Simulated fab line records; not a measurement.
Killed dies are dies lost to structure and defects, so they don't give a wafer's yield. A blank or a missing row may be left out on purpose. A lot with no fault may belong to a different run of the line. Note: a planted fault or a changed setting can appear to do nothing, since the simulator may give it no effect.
What tool caused it? + flow n5_finfet + 24 lots, 72 wafers sampled, at 5 steps of a route of 1938

WHAT THE GAUGES READ, wafer by wafer
N5_MOL_CONTACT_COAG_OVL_MEAS_85.
| lot  | measured     | on         | VG_OVL (nm)    |
|------|--------------|------------|----------------|
| L074 | day 5 08:47  | overlay-02 | 0.6 0.7 0.4    |
| L075 | day 5 09:31  | overlay-01 | -1.2 -0.3 -1.8 |
| L076 | day 5 17:14  | overlay-02 | -0.1 0.3 -0.3  |
| L077 | day 5 19:55  | overlay-02 | -1.0 -1.7 -0.8 |
| L078 | day 6 02:20  | overlay-02 | 0.2 -1.6 -1.4  |
| L079 | day 6 05:46  | overlay-02 | -1.2 -0.2 -0.3 |
| L080 | day 6 18:28  | overlay-02 | 0.2 0.8 -0.6   |
| L081 | day 7 01:20  | overlay-01 | 0.2 0.3 -0.5   |
| L082 | day 7 06:20  | overlay-02 | 0.7 -0.9 -0.6  |
| L083 | day 7 07:02  | overlay-02 | -0.9 -0.3 -1.4 |
| L084 | day 7 15:23  | overlay-01 | 0.9 0.4 0.5    |
| L085 | day 8 00:46  | overlay-02 | 0.5 0.2 0.6    |
| L086 | day 8 08:09  | overlay-02 | 0.2 -0.6 0.3   |
| L087 | day 8 12:09  | overlay-02 | -0.3 1.4 -1.6  |
| L088 | day 8 18:12  | overlay-02 | 0.7 0.0 -0.7   |
| L089 | day 8 20:22  | overlay-01 | 0.1 1.0 1.4    |
| L090 | day 9 01:27  | overlay-01 | -2.8 -0.7 -2.1 |
| L091 | day 9 12:45  | overlay-02 | -2.1 -0.7 -0.5 |
| L092 | day 9 13:26  | overlay-02 | -1.1 -1.4 -0.9 |
| L093 | day 9 18:05  | overlay-01 | -1.2 0.1 -1.8  |
| L094 | day 10 06:26 | overlay-02 | -0.1 -0.3 0.6  |
| L095 | day 10 12:35 | overlay-01 | 0.1 0.6 0.2    |
| L096 | day 10 14:19 | overlay-02 | -1.2 -1.4 -1.1 |
| L097 | day 10 19:23 | overlay-02 | -0.6 -0.6 -0.2 |

TOOL THAT RAN EACH LOT (tool first, then ch and the chambers of the sampled wafers, then the start)
| lot  | N5_GATE_CUT_STRIP_42               | N5_MOL_CONTACT_COAG_ALD_20          | N5_MOL_CONTACT_COAG_SPUTTER_143 | N5_MOL_CONTACT_COAG_CMP_23    |
|------|------------------------------------|-------------------------------------|---------------------------------|-------------------------------|
| L074 | rie_diel-03 ch 2,3, day 4 15:41    | ald_metal-01 ch 1,2, day 4 22:16    | pvd_sputter-02, day 5 01:17     | cmp-01 ch 2,3, day 5 05:12    |
| L075 | rie_diel-06 ch 1,3, day 4 19:29    | ald_metal-03 ch 1,2,3, day 5 01:10  | pvd_sputter-01, day 5 02:44     | cmp-04 ch 0,3, day 5 05:20    |
| L076 | rie_diel-03 ch 0,2, day 5 03:12    | ald_metal-01 ch 2,3, day 5 08:01    | pvd_sputter-01, day 5 09:19     | cmp-01 ch 2,3, day 5 12:53    |
| L077 | rie_diel-03 ch 1,2, day 5 06:08    | ald_metal-01 ch 2,3, day 5 11:30    | pvd_sputter-02, day 5 12:56     | cmp-02 ch 1,2, day 5 16:04    |
| L078 | rie_diel-01 ch 0,2,3, day 5 14:13  | ald_metal-02 ch 0,3, day 5 18:53    | pvd_sputter-02, day 5 19:40     | cmp-01 ch 0,1,3, day 5 22:38  |
| L079 | rie_diel-03 ch 2,3, day 5 16:50    | ald_metal-01 ch 0,1,2, day 5 21:53  | pvd_sputter-03, day 5 22:59     | cmp-01 ch 1,3, day 6 02:07    |
| L080 | rie_diel-06 ch 1,2,3, day 6 01:53  | ald_metal-01 ch 1,2,3, day 6 07:59  | pvd_sputter-01, day 6 09:17     | cmp-01 ch 1,2,3, day 6 14:40  |
| L081 | rie_diel-06 ch 0,2, day 6 07:25    | ald_metal-02 ch 0,1,2, day 6 12:40  | pvd_sputter-01, day 6 16:50     | cmp-04 ch 0,1,3, day 6 21:34  |
| L082 | rie_diel-06 ch 0,2, day 6 14:25    | ald_metal-01 ch 1,2, day 6 21:02    | pvd_sputter-02, day 6 22:48     | cmp-02 ch 1,2,3, day 7 02:19  |
| L083 | rie_diel-01 ch 1,2,3, day 6 17:37  | ald_metal-01 ch 1,2,3, day 6 22:38  | pvd_sputter-01, day 6 23:49     | cmp-02 ch 1,2,3, day 7 03:17  |
| L084 | rie_diel-01 ch 1,2, day 7 00:10    | ald_metal-01 ch 0,2,3, day 7 06:25  | pvd_sputter-03, day 7 07:37     | cmp-01 ch 2,3, day 7 11:13    |
| L085 | rie_diel-06 ch 0,2,3, day 7 09:27  | ald_metal-01 ch 1,2, day 7 15:17    | pvd_sputter-02, day 7 17:16     | cmp-04 ch 0,2,3, day 7 21:11  |
| L086 | rie_diel-03 ch 0,1, day 7 19:08    | ald_metal-01 ch 1,2, day 8 00:17    | pvd_sputter-03, day 8 01:20     | cmp-04 ch 0,1,2, day 8 04:22  |
| L087 | rie_diel-06 ch 0,2,3, day 7 20:20  | ald_metal-01 ch 0,2,3, day 8 01:16  | pvd_sputter-01, day 8 04:01     | cmp-02 ch 0,1, day 8 07:56    |
| L088 | rie_diel-06 ch 0,1,2, day 8 04:31  | ald_metal-01 ch 0,2,3, day 8 09:11  | pvd_sputter-01, day 8 11:48     | cmp-01 ch 0,1,3, day 8 14:02  |
| L089 | rie_diel-01 ch 0,1, day 8 05:38    | ald_metal-03 ch 1,2, day 8 11:22    | pvd_sputter-01, day 8 12:42     | cmp-02 ch 1,2,3, day 8 16:33  |
| L090 | rie_diel-01 ch 0,2,3, day 8 11:04  | ald_metal-01 ch 1,2, day 8 15:57    | pvd_sputter-02, day 8 16:47     | cmp-01 ch 1,3, day 8 20:28    |
| L091 | rie_diel-03 ch 1,2,3, day 8 22:20  | ald_metal-01 ch 0,1,3, day 9 04:05  | pvd_sputter-03, day 9 05:42     | cmp-01 ch 1,2,3, day 9 08:06  |
| L092 | rie_diel-03 ch 1,3, day 8 23:42    | ald_metal-03 ch 0,1,3, day 9 04:37  | pvd_sputter-03, day 9 06:02     | cmp-02 ch 0,1,2, day 9 09:50  |
| L093 | rie_diel-01 ch 0,1,3, day 9 05:44  | ald_metal-01 ch 1,2, day 9 10:18    | pvd_sputter-02, day 9 11:02     | cmp-01 ch 0,1,2, day 9 14:31  |
| L094 | rie_diel-01 ch 1,2,3, day 9 13:25  | ald_metal-02 ch 0,2,3, day 9 18:13  | pvd_sputter-03, day 9 22:20     | cmp-01 ch 0,1,3, day 10 02:33 |
| L095 | rie_diel-01 ch 1,2, day 9 23:11    | ald_metal-01 ch 0,2,3, day 10 04:03 | pvd_sputter-02, day 10 05:41    | cmp-01 ch 0,2, day 10 08:30   |
| L096 | rie_diel-01 ch 1,2,3, day 10 00:32 | ald_metal-03 ch 0,1,3, day 10 05:15 | pvd_sputter-03, day 10 06:45    | cmp-01 ch 2,3, day 10 10:43   |
| L097 | rie_diel-06 ch 0,3, day 10 05:04   | ald_metal-02 ch 2,3, day 10 10:30   | pvd_sputter-01, day 10 11:41    | cmp-01 ch 1,3, day 10 15:32   |
- N5_GATE_CUT_STRIP_42: strips in O2.
- N5_MOL_CONTACT_COAG_ALD_20: deposits TiN, target thk 1.5 nm, pulse time 1 s, purge time 3 s.
- N5_MOL_CONTACT_COAG_SPUTTER_143: material Co, target thk 2.5 nm.
- N5_MOL_CONTACT_COAG_CMP_23: polishes, stops on SiO2, t overpolish 1.5 s, target thk 0 nm.

AS READ BY THE TOOLS THEMSELVES (means over the sampled wafers that have a number; for cases with no such wafer, the mark the record gives instead)
N5_GATE_CUT_STRIP_42.
| lot  | tool        | drypump_motor_current_A (A) | oes_product_au (a.u.) | rf_vpp_V (V) | showerhead_plenum_p_Torr (Torr) | throttle_valve_pct (%) |
|------|-------------|-----------------------------|-----------------------|--------------|---------------------------------|------------------------|
| L074 | rie_diel-03 | 5.0                         | 0.81                  | 3.5          | 2.11                            | 16.65                  |
| L075 | rie_diel-06 | 5.5                         | 0.72                  | 4.1          | 2.14                            | 16.96                  |
| L076 | rie_diel-03 | 5.3                         | 0.74                  | 3.6          | 2.14                            | 16.85                  |
| L077 | rie_diel-03 | 5.1                         | 0.83                  | 3.8          | 2.11                            | 16.71                  |
| L078 | rie_diel-01 | 6.0                         | 0.82                  | 4.1          | 2.13                            | 16.66                  |
| L079 | rie_diel-03 | 4.8                         | 0.80                  | 3.7          | 2.07                            | 16.68                  |
| L080 | rie_diel-06 | 5.7                         | 0.74                  | 3.6          | 2.15                            | 16.76                  |
| L081 | rie_diel-06 | 6.4                         | 0.88                  | 3.7          | 2.15                            | 16.20                  |
| L082 | rie_diel-06 | 6.2                         | 0.82                  | 3.7          | 2.16                            | 16.37                  |
| L083 | rie_diel-01 | 6.0                         | 0.80                  | 3.9          | 2.10                            | 16.65                  |
| L084 | rie_diel-01 | 5.8                         | 0.75                  | 3.6          | 2.08                            | 16.82                  |
| L085 | rie_diel-06 | 6.2                         | 0.82                  | 3.7          | 2.14                            | 16.41                  |
| L086 | rie_diel-03 | 5.2                         | 0.87                  | 2.8          | 2.07                            | 16.74                  |
| L087 | rie_diel-06 | 6.2                         | 0.82                  | 3.6          | 2.14                            | 16.42                  |
| L088 | rie_diel-06 | 5.9                         | 0.87                  | 4.3          | 2.15                            | 16.44                  |
| L089 | rie_diel-01 | 5.9                         | 0.71                  | 2.9          | 2.04                            | 16.90                  |
| L090 | rie_diel-01 | 6.1                         | 0.79                  | 3.5          | 2.13                            | 16.70                  |
| L091 | rie_diel-03 | 4.9                         | 0.79                  | 3.3          | 2.06                            | 16.78                  |
| L092 | rie_diel-03 | 4.9                         | 0.81                  | 3.6          | 2.03                            | 16.83                  |
| L093 | rie_diel-01 | 6.0                         | 0.76                  | 4.2          | 2.06                            | 16.75                  |
| L094 | rie_diel-01 | 6.0                         | 0.78                  | 4.0          | 2.09                            | 16.69                  |
| L095 | rie_diel-01 | 5.8                         | 0.74                  | 3.8          | 2.14                            | 16.83                  |
| L096 | rie_diel-01 | 6.0                         | 0.78                  | 4.0          | 2.09                            | 16.69                  |
| L097 | rie_diel-06 | 6.4                         | 0.84                  | 3.6          | 2.12                            | 16.28                  |

N5_MOL_CONTACT_COAG_ALD_20.
| lot  | tool         | heater_power_w (W) | precursor_pulse_height_rel |
|------|--------------|--------------------|----------------------------|
| L074 | ald_metal-01 | 760                | 1.005                      |
| L075 | ald_metal-03 | 855                | 0.983                      |
| L076 | ald_metal-01 | 868                | 1.003                      |
| L077 | ald_metal-01 | 884                | 1.001                      |
| L078 | ald_metal-02 | 869                | 0.986                      |
| L079 | ald_metal-01 | 865                | 1.032                      |
| L080 | ald_metal-01 | 817                | 0.994                      |
| L081 | ald_metal-02 | 741                | 1.006                      |
| L082 | ald_metal-01 | 838                | 1.003                      |
| L083 | ald_metal-01 | 807                | 1.020                      |
| L084 | ald_metal-01 | 927                | 0.993                      |
| L085 | ald_metal-01 | 840                | 0.998                      |
| L086 | ald_metal-01 | 821                | 0.995                      |
| L087 | ald_metal-01 | 903                | 1.008                      |
| L088 | ald_metal-01 | 912                | 0.984                      |
| L089 | ald_metal-03 | 861                | 0.987                      |
| L090 | ald_metal-01 | 770                | 1.000                      |
| L091 | ald_metal-01 | 853                | 0.999                      |
| L092 | ald_metal-03 | 852                | 1.002                      |
| L093 | ald_metal-01 | 836                | 0.990                      |
| L094 | ald_metal-02 | 822                | 0.999                      |
| L095 | ald_metal-01 | 917                | 0.992                      |
| L096 | ald_metal-03 | 871                | 1.011                      |
| L097 | ald_metal-02 | 888                | 0.994                      |

N5_MOL_CONTACT_COAG_SPUTTER_143.
| lot  | tool           | throttle_valve_pct (%) |
|------|----------------|------------------------|
| L074 | pvd_sputter-02 | 30.3                   |
| L075 | pvd_sputter-01 | 29.7                   |
| L076 | pvd_sputter-01 | 29.5                   |
| L077 | pvd_sputter-02 | 31.4                   |
| L078 | pvd_sputter-02 | 30.2                   |
| L079 | pvd_sputter-03 | 30.8                   |
| L080 | pvd_sputter-01 | 30.3                   |
| L081 | pvd_sputter-01 | 30.4                   |
| L082 | pvd_sputter-02 | 30.0                   |
| L083 | pvd_sputter-01 | 29.5                   |
| L084 | pvd_sputter-03 | 30.2                   |
| L085 | pvd_sputter-02 | 30.0                   |
| L086 | pvd_sputter-03 | 30.8                   |
| L087 | pvd_sputter-01 | 29.6                   |
| L088 | pvd_sputter-01 | 30.4                   |
| L089 | pvd_sputter-01 | 29.7                   |
| L090 | pvd_sputter-02 | 29.7                   |
| L091 | pvd_sputter-03 | 31.0                   |
| L092 | pvd_sputter-03 | 30.4                   |
| L093 | pvd_sputter-02 | 31.1                   |
| L094 | pvd_sputter-03 | 30.4                   |
| L095 | pvd_sputter-02 | 30.5                   |
| L096 | pvd_sputter-03 | 30.8                   |
| L097 | pvd_sputter-01 | 29.7                   |

N5_MOL_CONTACT_COAG_CMP_23.
| lot  | tool   | motor_current_A (A) | overpolish_run_s (s) | time_to_endpoint_s (s) |
|------|--------|---------------------|----------------------|------------------------|
| L074 | cmp-01 | 8.2                 | 1.500                | 9.4                    |
| L075 | cmp-04 | 7.6                 | 1.508                | 8.6                    |
| L076 | cmp-01 | 8.1                 | 1.507                | 12.2                   |
| L077 | cmp-02 | 8.2                 | 1.499                | 8.8                    |
| L078 | cmp-01 | 8.2                 | 1.499                | 9.1                    |
| L079 | cmp-01 | 8.3                 | 1.504                | 8.5                    |
| L080 | cmp-01 | 7.5                 | 1.512                | 6.9                    |
| L081 | cmp-04 | 7.9                 | 1.505                | 9.9                    |
| L082 | cmp-02 | 8.5                 | 1.502                | 4.9                    |
| L083 | cmp-02 | 8.6                 | 1.493                | 8.3                    |
| L084 | cmp-01 | 8.3                 | 1.500                | 8.5                    |
| L085 | cmp-04 | 7.5                 | 1.503                | 9.6                    |
| L086 | cmp-04 | 8.0                 | 1.506                | 8.4                    |
| L087 | cmp-02 | 8.5                 | 1.506                | 8.1                    |
| L088 | cmp-01 | 8.5                 | 1.504                | 10.5                   |
| L089 | cmp-02 | 8.7                 | 1.486                | 10.1                   |
| L090 | cmp-01 | 8.1                 | 1.515                | 8.8                    |
| L091 | cmp-01 | 7.7                 | 1.505                | 9.1                    |
| L092 | cmp-02 | 8.3                 | 1.505                | 9.2                    |
| L093 | cmp-01 | 7.5                 | 1.492                | 9.9                    |
| L094 | cmp-01 | 8.5                 | 1.506                | 11.1                   |
| L095 | cmp-01 | 8.7                 | 1.505                | 11.2                   |
| L096 | cmp-01 | 8.4                 | 1.500                | 9.9                    |
| L097 | cmp-01 | 8.3                 | 1.495                | 10.5                   |

THE ANSWER, worked out from the rows above alone
Rule: usual is defined by the lots themselves. Put in order of their means at a reading, lots are off if they are a third of the lots or fewer, leave a main group of 4 or more, and stand apart from it by a gap of 3 or more times the standard deviation of the main group's means; of several such gaps the widest counts. Not used: any main group whose means are identical at the precision the tables above print for the reading. A lot without any number at a reading at which 4 lots or more have one is off too. All remaining lots with rows at the step are treated as sound. First the gauges in route order, then the tools' own readings, where a lot's mean is used as printed above. At the first step where some lot is off, the reading lying furthest off is the one used; lots without a number count as furthest.
No lot is off on any of the readings shown, so nothing can be concluded from this.

WHAT HAD BEEN PUT IN BY THE SIMULATOR
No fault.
